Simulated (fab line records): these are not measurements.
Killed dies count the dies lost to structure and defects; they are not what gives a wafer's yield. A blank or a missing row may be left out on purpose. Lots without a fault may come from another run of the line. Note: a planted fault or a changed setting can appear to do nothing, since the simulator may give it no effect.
Which tool is to blame? ; flow nand harc ; at 1 step of a route of 1302, 7 lots with 21 wafers sampled

## WHAT THE GAUGES SHOWED, per wafer
NHARC_P_M1_INSPECT_27.
lot;measured;on;raw defect count
L376;day 7 04:53;defect inspect-01;474 326 368
L379;day 8 12:58;defect inspect-01;193 240 338
L384;day 10 08:49;defect inspect-02;254 164 144
L390;day 13 04:50;defect inspect-02;212 219 240
L392;day 13 15:30;defect inspect-01;126 260 193
L394;day 14 16:24;defect inspect-02;519 278 237
L396;day 15 06:26;defect inspect-02;349 283 299

## WHAT TOOL EACH LOT RAN ON (gives the tool, then ch and the chambers of the sampled wafers, and finally the start)
There is no process step in the record ahead of these readings.

## THE ANSWER, worked out from the rows above alone
Rule: usual is defined by the lots themselves. The widest of any qualifying gaps counts: lots, ordered by their means at a reading, are off when they make up no more than a third of the lots, leave a main group of 4 or more, and stand apart from it by 3 or more times the standard deviation of that group's means. A main group whose means are all the same, to the digits that the tables above print for the reading, isn't used. Also off: a lot with no number at a reading for which 4 or more lots have one. The other lots that the step has rows for count as sound.
Across all readings shown, no lot is off: no conclusion can be drawn from this.

## WHAT WAS PUT IN BY THE SIMULATOR
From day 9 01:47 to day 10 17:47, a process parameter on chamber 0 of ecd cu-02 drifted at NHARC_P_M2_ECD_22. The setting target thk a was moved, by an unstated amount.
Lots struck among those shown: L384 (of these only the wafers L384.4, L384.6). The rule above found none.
